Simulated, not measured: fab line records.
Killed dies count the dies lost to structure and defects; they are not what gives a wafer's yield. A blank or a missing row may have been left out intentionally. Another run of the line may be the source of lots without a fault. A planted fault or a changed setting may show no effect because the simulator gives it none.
Chamber matching + flow n5-finfet + N5_DUMMY_GATE_ALD_02 on ald-sin-01: 4 sister chambers
The step deposits SiO2, target thk 2 nm, pulse time 1 s. 7 wafers are shown with their chamber, then 7 later ones without.

EACH WAFER AND ITS CHAMBER
| wafer  | chamber | heater-power-w (W) | heater-power-outer-w (W) |
|--------|---------|--------------------|--------------------------|
| L076.3 | 1       | 466                | 275                      |
| L079.2 | 2       | 426                | 241                      |
| L083.2 | 0       | 640                | 330                      |
| L083.5 | 0       | 619                | 332                      |
| L083.6 | 3       | 479                | 248                      |
| L084.2 | 1       | 463                | 274                      |
| L084.3 | 3       | 478                | 249                      |

WAFERS WHOSE CHAMBER IS MISSING
| wafer  | heater-power-w (W) | heater-power-outer-w (W) |
|--------|--------------------|--------------------------|
| L084.4 | 604                | 324                      |
| L087.1 | 426                | 240                      |
| L087.2 | 469                | 247                      |
| L087.4 | 469                | 275                      |
| L096.2 | 465                | 277                      |
| L096.4 | 620                | 322                      |
| L096.6 | 477                | 246                      |

EACH ONE'S CHAMBER
| wafer  | from the rows above | in truth |
|--------|---------------------|----------|
| L084.4 | 0                   | 0        |
| L087.1 | 2                   | 2        |
| L087.2 | 3                   | 3        |
| L087.4 | 1                   | 1        |
| L096.2 | 1                   | 1        |
| L096.4 | 0                   | 0        |
| L096.6 | 3                   | 3        |
Correctly placed: 7 of 7. Left unplaced by these rows: 0. Number placed wrongly: 0.
How it was worked out, from the rows above alone: a wafer's distance from a chamber is the root of the sum, over the readings, of the square of ((its reading less the chamber's mean) divided by the reading's scatter). If the next closest chamber is less than 2 further off than the closest, the wafer can't be placed; otherwise it belongs to the closest. Each chamber's mean is taken over the wafers shown for it. The scatter: take each reading less its chamber's mean, square it, sum over the shown wafers, divide by the number of wafers less the number of chambers, and take the root.
